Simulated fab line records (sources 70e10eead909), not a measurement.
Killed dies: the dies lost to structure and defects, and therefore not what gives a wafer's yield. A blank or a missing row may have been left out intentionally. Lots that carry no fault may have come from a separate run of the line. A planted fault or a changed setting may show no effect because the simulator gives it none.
What tool caused it? + flow nand_harc + 18 wafers from 6 lots sampled at 2 of the route's 1159 steps

## WHAT THE GAUGES SHOWED, per wafer
NHARC_P_GATE_CD_MEAS_11: target cd 1640 nm.
| lot  | measured    | on        | cd_nm (nm)           |
|------|-------------|-----------|----------------------|
| L126 | day 4 04:14 | cd_sem-03 | 1639.5 1640.0 1638.4 |
| L129 | day 5 01:16 | cd_sem-03 | 1636.3 1638.6 1640.5 |
| L131 | day 5 13:35 | cd_sem-02 | 1639.3 1638.9 1641.7 |
| L135 | day 6 15:50 | cd_sem-03 | 1635.1 1638.2 1639.2 |
| L138 | day 7 06:28 | cd_sem-02 | 1641.4 1638.9 1641.6 |
| L148 | day 9 21:12 | cd_sem-01 | 1637.0 1635.9 1637.2 |

## WHAT TOOL EACH LOT RAN ON (gives the tool, then ch and the chambers of the sampled wafers, and finally the start)
| lot  | NHARC_P_GATE_EXPOSE_08           |
|------|----------------------------------|
| L126 | krf_scanner-03 ch 0, day 4 04:04 |
| L129 | krf_scanner-03 ch 0, day 5 01:06 |
| L131 | krf_scanner-04 ch 0, day 5 13:26 |
| L135 | krf_scanner-04 ch 0, day 6 15:41 |
| L138 | krf_scanner-04 ch 0, day 7 06:18 |
| L148 | krf_scanner-03 ch 0, day 9 21:02 |
- NHARC_P_GATE_EXPOSE_08: exposes mask P HV.

## THE ANSWER, worked out from the rows above alone
Rule: the lots themselves supply what counts as usual. The widest of any qualifying gaps counts: lots, ordered by their means at a reading, are off when they make up no more than a third of the lots, leave a main group of 4 or more, and stand apart from it by 3 or more times the standard deviation of that group's means. If all means in a main group match to the digits the tables above print for the reading, that group is not used. Also off: a lot with no number at a reading for which 4 or more lots have one. Any other lot the step has rows for is counted as sound.
Nothing can be told from this: no lot is off at any reading shown.

## WHAT THE SIMULATOR HAD INSERTED
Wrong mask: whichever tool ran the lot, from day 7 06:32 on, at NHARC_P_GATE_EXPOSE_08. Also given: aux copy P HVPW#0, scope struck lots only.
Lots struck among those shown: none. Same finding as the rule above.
